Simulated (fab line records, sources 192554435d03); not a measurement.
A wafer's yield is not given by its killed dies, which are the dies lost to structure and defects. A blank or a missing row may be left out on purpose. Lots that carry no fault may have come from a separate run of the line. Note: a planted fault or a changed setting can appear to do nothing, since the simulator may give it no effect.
fab line records	flow n5-finfet	part 1 of 2: steps 1 to 4 of 6
record lots=24	wafers=72	last-day=20
route steps=1938 shown BEOL_M8@1376 BEOL_M9@1434 BEOL_M10@1484
lots that met no fault: taken from a fault-free run of the same line
start-h: hours from the record's first day to the start of the lot's first wafer shown	wait-h: hours since the lot's step before	" as in the row above	L1.1+2: one row covering several wafers at once	- no value, or no start was given	* or withheld: withheld	< > ~ a bound
route shown NAME@n: names a module that has steps shown in the file, with the first one's number in the route	usual: mean and standard deviation over wafers with no fault	same: alike in all rows	chamber/n: place in a boat	sites: per-site readings	_std_site: standard deviation across them	_edge_site: outer sites' mean less inner sites'	radius-mm: how far each site lies from the wafer's centre	mask NAME#n: copy n	behind: the most recent tool/chamber to have shaped the wafer	hold: the reason the lot was held/the length of the hold in hours/how it ended	device: names the non-switching transistor (n, p or np)	end of line: the route-end tests of the same wafers	a step given without rows: its recipe and nothing more	killed: count of dies lost to structure and defects at first sort (not the wafer's yield)	map: per-die view of a wafer (x killed, . not killed, _ where there is no die)
set.NAME: the setting the step ran with; set.NAME@STEP: the setting that earlier step ran with	model.NAME: the simulator's own value behind a step, which no gauge read
one table for each step of the route and one row for each wafer, over a sample of lots
services: when a tool's chamber went out of use (start-h, in hours from the record's first day, below 0 if earlier), for how many hours, and the reason
## steps
# step N5_BEOL_M8_STRIP_36
# recipe chemistry=N2/H2	power-w=450	temp-c=40	pressure-mtorr=20	rf-frequency-hz=6e+07	overash-fraction=0.3	bias-power-w=7	h2-frac=0.5	n2-flow-sccm=200	h2-flow-sccm=200
# usual drypump-motor-current-A=5.8/0.4	oes-product-au=0.76/0.059	rf-vpp-V=59.2/1.5	showerhead-plenum-p-Torr=2.56/0.066	throttle-valve-pct=23.70/0.24
lot.wafer	tool	chamber	start-h	wait-h	drypump-motor-current-A	oes-product-au	rf-hours-counter-h	rf-vpp-V	showerhead-plenum-p-Torr	throttle-valve-pct
L074.2	rie-diel-01	3	241.32	0.0	5.6	0.75	149	60.0	2.54	23.77
L074.5	"	2	"	"	6.3	0.84	-	60.4	2.46	23.69
L074.6	"	3	"	"	5.6	0.76	-	58.6	2.54	23.79
L075.2	rie-diel-04	0	263.13	0.0	6.4	0.90	33	59.9	2.70	23.51
L075.3	"	2	"	"	5.5	0.69	223	60.6	2.61	24.33
L075.4	"	2	"	"	5.5	0.70	-	59.8	2.61	24.34
L077.1	rie-diel-06	1	268.64	0.0	5.7	0.82	88	58.2	2.56	23.68
L077.2	"	2	"	"	5.1	0.73	196	59.9	2.63	23.69
L077.5	"	0	"	"	6.0	0.73	-	59.4	2.51	23.96
L078.1	rie-diel-01	0	274.00	0.0	5.8	0.81	92	59.3	2.67	23.86
L078.3	"	2	"	"	6.2	0.80	89	58.0	2.46	23.74
L078.5	"	1	"	"	5.8	0.79	-	60.2	2.56	23.61
L076.1	rie-diel-01	0	275.49	0.0	5.7	0.83	93	59.0	2.67	23.85
L076.2	"	2	"	"	6.2	0.81	90	60.2	2.46	23.78
L076.4	"	1	"	"	5.8	0.81	111	58.9	2.56	23.64
L079.3	rie-diel-04	2	279.38	0.0	5.4	0.69	234	60.0	2.61	24.34
L079.5	"	0	"	"	6.4	0.87	-	61.1	2.70	23.49
L079.6	"	1	"	"	5.3	0.78	-	58.1	2.54	23.14
L081.1	rie-diel-06	0	285.18	0.0	6.0	0.71	215	60.3	2.50	24.02
L081.3	"	3	"	"	5.9	0.72	172	62.5	2.52	23.65
L081.6	"	3	"	"	5.9	0.74	-	58.2	2.52	23.65
L082.1	rie-diel-01	2	289.41	0.0	6.3	0.81	96	57.9	2.46	23.75
L082.3	"	1	"	"	5.8	0.79	116	59.3	2.56	23.65
L082.4	"	3	"	"	5.6	0.74	168	59.6	2.53	23.84
L080.3	rie-diel-01	0	292.17	0.0	5.8	0.81	100	60.1	2.66	23.82
L080.5	"	0	"	"	5.7	0.81	-	60.7	2.67	23.86
L080.6	"	1	"	"	5.8	0.79	-	58.9	2.56	23.62
L083.1	rie-diel-06	3	302.02	0.0	5.9	0.73	178	63.1	2.52	23.64
L083.4	"	3	"	"	5.9	0.74	-	56.7	2.52	23.66
L083.6	"	0	"	"	6.0	0.72	-	58.4	2.50	24.00
L084.1	rie-diel-01	0	302.19	0.0	5.8	0.82	104	56.4	2.66	23.85
L084.2	"	2	"	"	6.3	0.81	100	59.1	2.45	23.74
L084.4	"	1	"	"	5.7	0.79	121	54.0	2.55	23.67
L085.2	rie-diel-01	2	319.48	0.0	6.3	0.79	109	59.7	2.45	23.80
L085.3	"	3	"	"	5.6	0.73	181	55.6	2.52	23.84
L085.6	"	3	"	"	5.6	0.74	-	56.8	2.52	23.82
L086.1	rie-diel-06	1	321.28	0.0	5.7	0.80	106	60.2	2.55	23.72
L086.4	"	3	"	"	5.9	0.72	186	59.4	2.52	23.67
L086.6	"	2	"	"	5.1	0.71	-	60.2	2.62	23.70
L088.2	rie-diel-04	3	322.82	0.0	6.5	0.72	222	58.7	2.61	23.28
L088.4	"	0	"	"	6.4	0.84	-	60.7	2.69	23.52
L088.5	"	1	"	"	5.3	0.76	-	59.2	2.53	23.17
L087.2	rie-diel-01	1	323.22	0.0	5.8	0.78	132	58.5	2.55	23.68
L087.3	"	2	"	"	6.3	0.79	112	57.3	2.45	23.76
L087.5	"	2	"	"	6.2	0.80	-	59.0	2.45	23.75
L089.2	rie-diel-04	1	349.79	0.0	5.3	0.75	157	58.4	2.53	23.20
L089.4	"	2	"	"	5.4	0.93	6	59.8	2.60	24.02
L089.5	"	2	"	"	5.4	0.95	-	58.4	2.60	24.06
L090.1	rie-diel-06	3	360.44	0.0	5.8	0.72	202	61.0	2.51	23.70
L090.4	"	1	"	"	5.7	0.78	121	58.3	2.55	23.74
L090.5	"	1	"	"	5.7	0.78	-	59.6	2.55	23.74
L092.1	rie-diel-01	1	360.61	0.0	5.8	0.76	140	57.6	2.55	23.67
L092.2	"	3	"	"	5.6	0.71	198	60.2	2.51	23.85
L092.5	"	0	"	"	5.7	0.79	-	59.6	2.66	23.86
L093.1	rie-diel-06	3	360.84	0.0	5.9	0.71	202	57.9	2.51	23.71
L093.3	"	2	"	"	5.1	0.69	234	58.4	2.61	23.75
L093.5	"	2	"	"	5.1	0.69	-	57.4	2.61	23.74
L091.1	rie-diel-06	1	368.36	0.0	5.8	0.79	124	60.1	2.55	23.74
L091.4	"	3	"	"	5.8	0.72	204	60.2	2.51	23.69
L091.6	"	1	"	"	5.7	0.78	-	57.7	2.55	23.77
L096.1	rie-diel-04	2	389.08	0.0	5.5	0.91	17	58.3	2.59	24.01
L096.2	"	1	"	"	5.3	0.73	168	57.2	2.52	23.23
L096.3	"	0	"	"	6.4	0.83	82	60.3	2.68	23.56
L095.1	rie-diel-04	3	395.61	0.0	6.4	0.71	248	58.8	2.60	23.32
L095.2	"	1	"	"	5.3	0.73	171	59.9	2.52	23.21
L095.4	"	2	"	"	5.4	0.92	-	59.8	2.59	24.05
L097.4	rie-diel-06	2	405.07	0.0	5.0	0.68	-	58.4	2.61	23.75
L097.5	"	1	"	"	5.7	0.78	-	57.6	2.54	23.78
L097.6	"	3	"	"	5.9	0.70	-	60.4	2.50	23.74
L094.1	rie-diel-06	1	405.45	0.0	5.7	0.77	140	58.7	2.54	23.76
L094.4	"	1	"	"	5.8	0.76	-	60.0	2.54	23.74
L094.5	"	2	"	"	5.1	0.69	-	58.0	2.61	23.74
# step N5_BEOL_M8_TRENCH_ETCH_37
# recipe chemistry=C4F6/O2	target-depth-a=934.78	target=SiCOH_lowk	time-s=31.2	ion-energy-ev=250	pressure-mtorr=30	source-w=345	bias-w=185	Ar_flow_sccm=300	C4F6_flow_sccm=10	O2_flow_sccm=10
# usual drypump-motor-current-A=5.8/0.4	oes-product-au=0.76/0.059	rf-vpp-V=667/7.8	showerhead-plenum-p-Torr=2.87/0.066	throttle-valve-pct=20.98/0.16
lot.wafer	tool	chamber	start-h	wait-h	drypump-motor-current-A	oes-product-au	rf-hours-counter-h	rf-vpp-V	showerhead-plenum-p-Torr	throttle-valve-pct
L074.2	rie-diel-01	3	-	-	5.6	0.77	149	668	2.86	21.13
L074.5	"	2	"	"	6.2	0.83	-	662	2.77	21.08
L074.6	"	3	"	"	5.6	0.76	-	670	2.86	21.14
L075.2	rie-diel-04	0	-	-	6.4	0.90	33	663	3.01	20.83
L075.3	"	2	"	"	5.4	0.69	223	674	2.91	21.42
L075.4	"	2	"	"	5.4	0.69	-	673	2.91	21.39
L077.1	rie-diel-06	1	-	-	5.7	0.81	89	679	2.87	20.98
L077.2	"	2	"	"	5.1	0.72	196	672	2.94	20.82
L077.5	"	0	"	"	6.0	0.72	-	652	2.81	21.11
L078.1	rie-diel-01	0	-	-	5.8	0.81	92	678	2.98	20.98
L078.3	"	2	"	"	6.2	0.81	89	660	2.77	21.09
L078.5	"	1	"	"	5.7	0.80	-	665	2.87	20.94
L076.1	rie-diel-01	0	-	-	5.8	0.81	93	676	2.98	20.98
L076.2	"	2	"	"	6.3	0.82	90	661	2.77	21.10
L076.4	"	1	"	"	5.8	0.80	111	665	2.87	20.94
L079.3	rie-diel-04	2	-	-	5.4	0.68	234	672	2.91	21.42
L079.5	"	0	"	"	6.4	0.86	-	663	3.01	20.85
L079.6	"	1	"	"	5.3	0.76	-	657	2.84	20.60
L081.1	rie-diel-06	0	-	-	6.0	0.71	215	652	2.81	21.10
L081.3	"	3	"	"	5.9	0.72	172	662	2.84	20.92
L081.6	"	3	"	"	5.9	0.73	-	661	2.84	20.91
L082.1	rie-diel-01	2	-	-	6.2	0.81	96	661	2.76	21.11
L082.3	"	1	"	"	5.7	0.79	116	665	2.87	20.95
L082.4	"	3	"	"	5.6	0.74	168	669	2.85	21.17
L080.3	rie-diel-01	0	-	-	5.7	0.79	100	677	2.97	20.97
L080.5	"	0	"	"	5.8	0.80	-	675	2.97	21.00
L080.6	"	1	"	"	5.8	0.80	-	666	2.87	20.95
L083.1	rie-diel-06	3	-	-	5.9	0.72	178	661	2.84	20.94
L083.4	"	3	"	"	5.9	0.73	-	660	2.84	20.95
L083.6	"	0	"	"	6.0	0.70	-	652	2.80	21.13
L084.1	rie-diel-01	0	-	-	5.7	0.81	104	677	2.97	20.99
L084.2	"	2	"	"	6.2	0.80	100	661	2.76	21.12
L084.4	"	1	"	"	5.8	0.78	121	665	2.86	20.96
L085.2	rie-diel-01	2	-	-	6.2	0.79	109	661	2.76	21.13
L085.3	"	3	"	"	5.6	0.74	181	669	2.85	21.19
L085.6	"	3	"	"	5.6	0.74	-	669	2.85	21.18
L086.1	rie-diel-06	1	-	-	5.7	0.80	106	679	2.86	21.02
L086.4	"	3	"	"	5.9	0.72	186	660	2.83	20.94
L086.6	"	2	"	"	5.1	0.70	-	673	2.93	20.85
L088.2	rie-diel-04	3	-	-	6.5	0.72	222	678	2.93	20.76
L088.4	"	0	"	"	6.4	0.84	-	664	3.00	20.88
L088.5	"	1	"	"	5.3	0.75	-	656	2.83	20.64
L087.2	rie-diel-01	1	-	-	5.8	0.78	132	665	2.86	20.96
L087.3	"	2	"	"	6.3	0.79	112	661	2.76	21.15
L087.5	"	2	"	"	6.3	0.79	-	661	2.76	21.15
L089.2	rie-diel-04	1	-	-	5.3	0.74	157	654	2.83	20.64
L089.4	"	2	"	"	5.4	0.95	6	672	2.90	21.08
L089.5	"	2	"	"	5.4	0.95	-	671	2.90	21.06
L090.1	rie-diel-06	3	-	-	5.9	0.71	202	661	2.82	20.98
L090.4	"	1	"	"	5.7	0.79	121	679	2.86	21.04
L090.5	"	1	"	"	5.7	0.80	-	678	2.86	21.03
L092.1	rie-diel-01	1	-	-	5.8	0.77	140	664	2.86	20.98
L092.2	"	3	"	"	5.6	0.71	198	670	2.84	21.21
L092.5	"	0	"	"	5.7	0.79	-	677	2.97	21.03
L093.1	rie-diel-06	3	-	-	5.9	0.71	202	661	2.82	20.98
L093.3	"	2	"	"	5.1	0.69	234	672	2.93	20.87
L093.5	"	2	"	"	5.1	0.69	-	673	2.93	20.86
L091.1	rie-diel-06	1	-	-	5.7	0.77	124	678	2.85	21.03
L091.4	"	3	"	"	5.9	0.71	204	661	2.82	20.99
L091.6	"	1	"	"	5.7	0.77	-	676	2.86	21.05
L096.1	rie-diel-04	2	-	-	5.5	0.93	17	671	2.89	21.10
L096.2	"	1	"	"	5.3	0.73	168	655	2.82	20.66
L096.3	"	0	"	"	6.4	0.82	82	664	2.99	20.89
L095.1	rie-diel-04	3	-	-	6.5	0.70	248	676	2.92	20.79
L095.2	"	1	"	"	5.3	0.73	171	654	2.82	20.69
L095.4	"	2	"	"	5.4	0.91	-	672	2.89	21.11
L097.4	rie-diel-06	2	-	-	5.1	0.67	-	672	2.92	20.92
L097.5	"	1	"	"	5.8	0.76	-	677	2.85	21.07
L097.6	"	3	"	"	5.9	0.69	-	660	2.82	20.98
L094.1	rie-diel-06	1	-	-	5.8	0.76	140	679	2.85	21.06
L094.4	"	1	"	"	5.7	0.76	-	678	2.85	21.06
L094.5	"	2	"	"	5.1	0.68	-	672	2.92	20.88
# step N5_BEOL_M9_CD_MEAS_28
# recipe target-cd-nm=70	landing-energy-ev=500	detector=se-inlens	polarity=opening
# usual cd-nm=70.02/0.23
lot.wafer	tool	chamber	start-h	wait-h	cd-nm
L074.2	cd-sem-01	0	252.20	-	70.16
L074.5	"	0	"	"	70.02
L074.6	"	0	"	"	70.02
L075.2	cd-sem-03	0	269.77	-	70.26
L075.3	"	0	"	"	69.78
L075.4	"	0	"	"	70.13
L077.1	cd-sem-01	0	274.59	-	70.45
L077.2	"	0	"	"	69.99
L077.5	"	0	"	"	70.33
L078.1	cd-sem-02	0	281.43	-	69.99
L078.3	"	0	"	"	69.99
L078.5	"	0	"	"	70.18
L076.1	cd-sem-01	0	281.81	-	70.03
L076.2	"	0	"	"	69.94
L076.4	"	0	"	"	69.97
L079.3	cd-sem-01	0	284.74	-	69.77
L079.5	"	0	"	"	69.80
L079.6	"	0	"	"	70.05
L081.1	cd-sem-03	0	291.49	-	70.38
L081.3	"	0	"	"	70.18
L081.6	"	0	"	"	70.06
L082.1	cd-sem-02	0	301.79	-	70.61
L082.3	"	0	"	"	69.88
L082.4	"	0	"	"	70.38
L080.3	cd-sem-03	0	302.08	-	69.96
L080.5	"	0	"	"	69.85
L080.6	"	0	"	"	69.71
L083.1	cd-sem-02	0	307.39	-	69.98
L083.4	"	0	"	"	69.87
L083.6	"	0	"	"	70.11
L084.1	cd-sem-01	0	309.78	-	70.04
L084.2	"	0	"	"	70.03
L084.4	"	0	"	"	70.18
L085.2	cd-sem-03	0	325.46	-	70.23
L085.3	"	0	"	"	70.30
L085.6	"	0	"	"	69.71
L086.1	cd-sem-02	0	329.29	-	70.22
L086.4	"	0	"	"	69.55
L086.6	"	0	"	"	70.28
L088.2	cd-sem-02	0	334.91	-	69.82
L088.4	"	0	"	"	69.64
L088.5	"	0	"	"	70.03
L087.2	cd-sem-02	0	335.43	-	69.94
L087.3	"	0	"	"	70.11
L087.5	"	0	"	"	70.04
L089.2	cd-sem-01	0	356.52	-	70.02
L089.4	"	0	"	"	70.28
L089.5	"	0	"	"	69.78
L090.1	cd-sem-01	0	366.92	-	69.68
L090.4	"	0	"	"	69.93
L090.5	"	0	"	"	69.79
L092.1	cd-sem-02	0	368.17	-	70.05
L092.2	"	0	"	"	69.76
L092.5	"	0	"	"	69.65
L093.1	cd-sem-03	0	368.24	-	70.18
L093.3	"	0	"	"	70.07
L093.5	"	0	"	"	70.41
L091.1	cd-sem-03	0	378.19	-	69.95
L091.4	"	0	"	"	69.88
L091.6	"	0	"	"	69.86
L096.1	cd-sem-03	0	397.51	-	70.00
L096.2	"	0	"	"	70.11
L096.3	"	0	"	"	69.72
L095.1	cd-sem-01	0	404.63	-	70.04
L095.2	"	0	"	"	70.02
L095.4	"	0	"	"	70.17
L097.4	cd-sem-01	0	412.41	-	70.33
L097.5	"	0	"	"	69.66
L097.6	"	0	"	"	69.94
L094.1	cd-sem-01	0	414.00	-	69.80
L094.4	"	0	"	"	69.98
L094.5	"	0	"	"	70.35
# step N5_BEOL_M9_STRIP_80
# recipe chemistry=N2/H2	time-s=10	power-w=450	temp-c=40	pressure-mtorr=20	rf-frequency-hz=6e+07	bias-power-w=7	n2-flow-sccm=200	h2-flow-sccm=200
# usual drypump-motor-current-A=5.7/0.38	oes-product-au=0.77/0.084	rf-vpp-V=59.1/0.91	showerhead-plenum-p-Torr=2.52/0.084	throttle-valve-pct=23.80/0.24
lot.wafer	tool	chamber	start-h	wait-h	drypump-motor-current-A	oes-product-au	rf-hours-counter-h	rf-vpp-V	showerhead-plenum-p-Torr	throttle-valve-pct
L074.2	rie-diel-05	3	-	-	6.4	0.75	160	59.2	2.52	23.93
L074.5	"	3	"	"	6.4	0.75	-	58.0	2.53	23.93
L074.6	"	0	"	"	5.8	0.69	-	59.4	2.50	23.58
L075.2	rie-diel-02	2	-	-	6.1	0.85	82	58.6	2.46	23.71
L075.3	"	0	"	"	4.8	0.94	17	58.3	2.59	23.66
L075.4	"	3	"	"	5.9	0.72	197	59.4	2.42	23.79
L077.1	rie-diel-03	0	-	-	5.9	0.78	119	58.9	2.66	23.95
L077.2	"	1	"	"	5.7	0.71	208	57.3	2.52	24.30
L077.5	"	0	"	"	6.0	0.78	-	60.4	2.66	23.94
L078.1	rie-diel-03	1	-	-	5.8	0.70	210	59.6	2.52	24.28
L078.3	"	0	"	"	5.9	0.77	122	59.8	2.66	23.94
L078.5	"	0	"	"	6.0	0.78	-	60.5	2.66	23.97
L076.1	rie-diel-02	3	-	-	5.9	0.71	200	57.9	2.42	23.78
L076.2	"	1	"	"	5.6	0.73	181	58.2	2.42	24.00
L076.4	"	0	"	"	4.8	0.93	22	59.0	2.59	23.65
L079.3	rie-diel-03	1	-	-	5.7	0.71	211	59.8	2.51	24.30
L079.5	"	3	"	"	5.5	0.69	-	60.4	2.63	23.75
L079.6	"	0	"	"	5.9	0.79	-	59.9	2.66	23.96
L081.1	rie-diel-03	2	-	-	5.7	0.68	236	60.1	2.41	23.66
L081.3	"	0	"	"	6.0	0.78	125	60.0	2.66	23.98
L081.6	"	0	"	"	6.0	0.78	-	59.6	2.66	23.96
L082.1	rie-diel-02	2	-	-	6.0	0.83	92	59.6	2.46	23.70
L082.3	"	1	"	"	5.6	0.73	188	58.0	2.42	24.00
L082.4	"	3	"	"	5.9	0.71	-	59.0	2.42	23.81
L080.3	rie-diel-03	2	-	-	5.7	0.67	238	58.1	2.40	23.66
L080.5	"	3	"	"	5.5	0.69	-	57.0	2.62	23.75
L080.6	"	2	"	"	5.7	0.68	-	60.0	2.40	23.66
L083.1	rie-diel-03	0	-	-	5.9	0.78	130	58.4	2.66	23.97
L083.4	"	3	"	"	5.5	0.68	210	58.9	2.62	23.74
L083.6	"	2	"	"	5.7	0.68	-	60.2	2.40	23.66
L084.1	rie-diel-03	0	-	-	5.9	0.78	131	59.7	2.66	23.97
L084.2	"	1	"	"	5.7	0.70	218	58.2	2.51	24.29
L084.4	"	3	"	"	5.5	0.69	211	59.3	2.62	23.77
L085.2	rie-diel-02	0	-	-	4.8	0.91	34	60.2	2.58	23.67
L085.3	"	1	"	"	5.6	0.72	198	58.5	2.42	24.03
L085.6	"	1	"	"	5.6	0.73	-	58.4	2.42	24.04
L086.1	rie-diel-05	1	-	-	5.4	0.84	80	59.3	2.57	23.60
L086.4	"	1	"	"	5.4	0.84	-	58.7	2.57	23.60
L086.6	"	3	"	"	6.3	0.73	-	59.6	2.51	23.97
L088.2	rie-diel-02	3	-	-	5.9	0.69	222	58.3	2.41	23.83
L088.4	"	1	"	"	5.6	0.71	204	57.7	2.41	24.03
L088.5	"	1	"	"	5.6	0.71	-	58.4	2.41	24.01
L087.2	rie-diel-05	2	-	-	6.2	0.86	52	58.4	2.47	23.52
L087.3	"	3	"	"	6.4	0.72	193	61.1	2.51	23.97
L087.5	"	1	"	"	5.4	0.83	-	59.7	2.57	23.59
L089.2	rie-diel-03	2	-	-	5.7	0.67	249	59.0	2.40	23.68
L089.4	"	1	"	"	5.7	0.70	219	58.1	2.51	24.31
L089.5	"	3	"	"	5.5	0.67	-	59.9	2.62	23.78
L090.1	rie-diel-03	3	-	-	5.4	0.68	224	57.8	2.62	23.77
L090.4	"	0	"	"	5.9	0.75	-	60.8	2.65	23.99
L090.5	"	1	"	"	5.7	0.70	-	59.2	2.51	24.30
L092.1	rie-diel-05	0	-	-	5.8	0.95	8	58.0	2.49	23.35
L092.2	"	3	"	"	6.4	0.71	207	58.8	2.50	23.99
L092.5	"	0	"	"	5.8	0.95	-	58.9	2.49	23.36
L093.1	rie-diel-03	0	-	-	5.9	0.76	144	60.1	2.65	23.99
L093.3	"	1	"	"	5.7	0.69	224	57.6	2.51	24.31
L093.5	"	3	"	"	5.4	0.68	-	59.9	2.62	23.77
L091.1	rie-diel-05	2	-	-	6.2	0.85	69	59.2	2.47	23.55
L091.4	"	0	"	"	5.8	0.95	11	60.4	2.49	23.35
L091.6	"	0	"	"	5.8	0.95	-	59.0	2.49	23.36
L096.1	rie-diel-05	3	-	-	6.4	0.72	214	60.0	2.50	24.00
L096.2	"	0	"	"	5.8	0.92	17	59.5	2.48	23.37
L096.3	"	2	"	"	6.2	0.84	75	60.9	2.46	23.57
L095.1	rie-diel-02	3	-	-	5.9	0.67	247	59.2	2.40	23.85
L095.2	"	2	"	"	6.1	0.78	130	57.7	2.44	23.76
L095.4	"	0	"	"	4.8	0.86	61	58.6	2.57	23.70
L097.4	rie-diel-05	0	-	-	5.8	0.92	22	58.5	2.48	23.37
L097.5	"	0	"	"	5.8	0.92	-	58.9	2.48	23.37
L097.6	"	1	"	"	5.4	0.80	-	58.7	2.56	23.64
L094.1	rie-diel-05	0	-	-	5.8	0.91	23	59.7	2.48	23.39
L094.4	"	1	"	"	5.4	0.80	111	60.0	2.56	23.64
L094.5	"	1	"	"	5.4	0.81	-	58.2	2.56	23.64
